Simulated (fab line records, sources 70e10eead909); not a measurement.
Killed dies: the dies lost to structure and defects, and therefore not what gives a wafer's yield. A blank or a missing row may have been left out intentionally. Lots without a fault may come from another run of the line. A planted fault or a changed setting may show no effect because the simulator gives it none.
Check of tool commonality -- flow nand_harc -- Sample size 13 lots and 39 wafers

== WHAT PROMPTED THE OPENING ==
On 2 of the 13 lots, a flag is raised at NHARC_P_GATE_INSPECT_28 on the reading raw_defect_count. Wafers without a fault read 6, standard deviation 3.1.
Rule: a lot gets a flag if all its wafers with a number sit over 4 standard deviations from that mean, or if no wafer of it has a number. The other lots count as sound.

lot,measured,on,"raw_defect_count, wafer by wafer",flag
L427,day 4 17:23,defect_inspect-02,6 6 9,
L430,day 5 11:35,defect_inspect-01,10 3 7,
L428,day 5 12:14,defect_inspect-01,6 8 14,
L432,day 5 23:05,defect_inspect-02,316 306 307,FLAGGED
L431,day 5 23:56,defect_inspect-02,335 323 310,FLAGGED
L441,day 8 17:08,defect_inspect-01,5 5 4,
L442,day 8 17:22,defect_inspect-02,8 3 0,
L443,day 9 00:11,defect_inspect-02,8 7 3,
L445,day 9 05:28,defect_inspect-01,4 10 8,
L444,day 9 05:37,defect_inspect-02,5 9 6,
L446,day 9 20:27,defect_inspect-02,14 11 15,
L447,day 9 20:36,defect_inspect-02,7 4 9,
L449,day 10 11:47,defect_inspect-01,13 4 6,
Averaged over the flagged lots the numbers come to 316, +310 from the usual (+99 or more standard deviations).

== LOT BY LOT: THE TOOL USED ==
The record keeps 1 process step preceding the reading, out of 1159 steps on the route. Each cell gives the tool, then ch followed by the chambers the sampled wafers passed through, then the start.
lot,flag,NHARC_P_GATE_OXIDE_02
L427,,"furnace-06 ch 0, day 3 22:29"
L430,,"furnace-03 ch 0, day 4 16:13"
L428,,"furnace-03 ch 0, day 4 16:13"
L432,FLAGGED,"furnace-03 ch 0, day 5 03:07"
L431,FLAGGED,"furnace-03 ch 0, day 5 03:07"
L441,,"furnace-06 ch 0, day 7 20:16"
L442,,"furnace-06 ch 0, day 7 20:16"
L443,,"furnace-05 ch 0, day 8 04:14"
L445,,"furnace-03 ch 0, day 8 10:41"
L444,,"furnace-03 ch 0, day 8 10:41"
L446,,"furnace-06 ch 0, day 9 01:33"
L447,,"furnace-06 ch 0, day 9 01:33"
L449,,"furnace-03 ch 0, day 9 16:26"
What the steps here do:
- NHARC_P_GATE_OXIDE_02: material SiO2, target thk 37.5 nm, ox time 365 s.
- NHARC_P_GATE_INSPECT_28

== FLAGGED OVER TOTAL, TOOL BY TOOL (the gauges that took the reading come last) ==
step,tool,lots run,flagged,share of the flagged lots,sound lots run after its first flagged lot
NHARC_P_GATE_OXIDE_02,furnace-03,7,2,all,"3 (L444,L445,L449)"
NHARC_P_GATE_OXIDE_02,furnace-05,1,0,none,-
NHARC_P_GATE_OXIDE_02,furnace-06,5,0,none,-
NHARC_P_GATE_INSPECT_28,defect_inspect-01,5,0,none,-
NHARC_P_GATE_INSPECT_28,defect_inspect-02,8,2,all,"5 (L442,L443,L444,L446,L447)"

== WHAT THE TABLE ALLOWS ==
Every flagged lot went through 2 rows of the table: furnace-03 at NHARC_P_GATE_OXIDE_02 and defect_inspect-02 at NHARC_P_GATE_INSPECT_28.
- furnace-03 at NHARC_P_GATE_OXIDE_02: 2 of its 7 lots flagged. Lots that were sound ran on it after the first flagged one (L444, L445, L449); a persistent fault on the entire tool would not allow that.
- defect_inspect-02 at NHARC_P_GATE_INSPECT_28: 2 of its 8 lots flagged. Lots that were sound ran on it after the first flagged one (L442, L443, L444, L446, L447); a persistent fault on the entire tool would not allow that.
Not one row of the table ran every flagged lot while running no sound lot after the first.

== WHAT THE SIMULATOR HAD PUT IN ==
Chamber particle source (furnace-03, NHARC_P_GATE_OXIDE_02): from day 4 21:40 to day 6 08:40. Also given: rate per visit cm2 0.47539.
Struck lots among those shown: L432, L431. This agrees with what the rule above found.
